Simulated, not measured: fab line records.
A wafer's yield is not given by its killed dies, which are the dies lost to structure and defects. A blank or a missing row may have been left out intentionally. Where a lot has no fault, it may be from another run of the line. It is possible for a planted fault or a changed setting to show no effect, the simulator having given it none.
Which tool was responsible?	flow n5-finfet	Sampling: 9 lots, 27 wafers, 4 of 1938 route steps

WHAT THE GAUGES READ, wafer by wafer
N5_FIN_SAQP_INSPECT_18: inspects for defects (brightfield).
lot	measured	on	raw-defect-count
L495	day 1 23:23	defect-inspect-01	360 321 392
L498	day 2 16:04	defect-inspect-01	403 437 319
L500	day 3 04:11	defect-inspect-01	404 370 292
L504	day 4 04:06	defect-inspect-01	1525 1494 1505
L505	day 4 11:04	defect-inspect-01	1418 1417 1389
L507	day 5 00:08	defect-inspect-02	1355 1357 1348
L516	day 7 03:49	defect-inspect-02	287 272 231
L517	day 7 09:58	defect-inspect-01	334 278 328
L518	day 7 17:31	defect-inspect-01	399 459 328

WHICH TOOL RAN EACH LOT (tool, then ch and the chambers of the sampled wafers, then the start)
lot	N5_PMOS_HMC_CHANNEL_EPI_ETCH_32	N5_PMOS_HMC_CHANNEL_EPI_CMP_21	N5_FIN_SAQP_PRECLEAN_42
L495	rie-diel-04 ch 1,2, day 1 17:47	cmp-04 ch 1,3, day 1 20:08	wet-bench-05 ch 5,6,7, day 1 21:02
L498	rie-diel-03 ch 1,2,3, day 2 11:34	cmp-04 ch 0,2, day 2 13:29	wet-bench-05 ch 5,6,7, day 2 14:42
L500	rie-diel-03 ch 1,3, day 2 23:36	cmp-02 ch 0,2,3, day 3 01:37	wet-bench-05 ch 0,5,6, day 3 02:27
L504	rie-diel-04 ch 0,1,2, day 3 23:44	cmp-02 ch 0,1,3, day 4 01:41	wet-bench-05 ch 2,4,7, day 4 02:43
L505	rie-diel-02 ch 1,2, day 4 05:56	cmp-02 ch 0,1, day 4 08:49	wet-bench-05 ch 0,3,5, day 4 09:43
L507	rie-diel-02 ch 1,3, day 4 17:38	cmp-04 ch 2,3, day 4 20:29	wet-bench-05 ch 4,5,6, day 4 21:25
L516	rie-diel-04 ch 0,2,3, day 6 23:29	cmp-04 ch 0,2,3, day 7 01:29	wet-bench-04 ch 1,4,7, day 7 02:14
L517	rie-diel-04 ch 0,1, day 7 05:35	cmp-04 ch 0,1,2, day 7 07:31	wet-bench-04 ch 0,4,6, day 7 08:25
L518	rie-diel-03 ch 1,3, day 7 11:38	cmp-04 ch 1,2, day 7 13:58	wet-bench-04 ch 2,3,7, day 7 14:46
- N5_PMOS_HMC_CHANNEL_EPI_ETCH_32: etches BARC in N2/H2, stops on SiO2, target depth 85.8 nm, time 50.3 s.
- N5_PMOS_HMC_CHANNEL_EPI_CMP_21: polishes SiGe30, target thk 54 nm.
- N5_FIN_SAQP_PRECLEAN_42: cleans in O3/DIW, time 60 s.

THE ANSWER, worked out from the rows above alone
Rule: the lots themselves supply what counts as usual. The widest of any qualifying gaps counts: lots, ordered by their means at a reading, are off when they make up no more than a third of the lots, leave a main group of 4 or more, and stand apart from it by 3 or more times the standard deviation of that group's means. A main group whose means are all the same, to the digits that the tables above print for the reading, isn't used. Also off: a lot with no number at a reading for which 4 or more lots have one. The other lots that the step has rows for count as sound.
Off: L504, L505, L507 (N5_FIN_SAQP_INSPECT_18, raw-defect-count). For the main group the mean is 345 and the standard deviation 45.
A tool fits if, at a process step before that reading, it ran every lot that is off, and no sound lot after the first of them. Gauges at N5_FIN_SAQP_INSPECT_18: tried the same way as those tools. One candidate fits, namely wet-bench-05 at N5_FIN_SAQP_PRECLEAN_42. A fault onset in the window from L500 (day 3 02:27, its last sound lot) to L504 (day 4 02:43, its first lot off) fits.

WHAT HAD BEEN PUT IN BY THE SIMULATOR
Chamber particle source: wet-bench-05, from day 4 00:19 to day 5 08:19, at N5_FIN_SAQP_PRECLEAN_42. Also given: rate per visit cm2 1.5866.
Struck lots among those shown: L504, L505, L507. This agrees with what the rule above found.
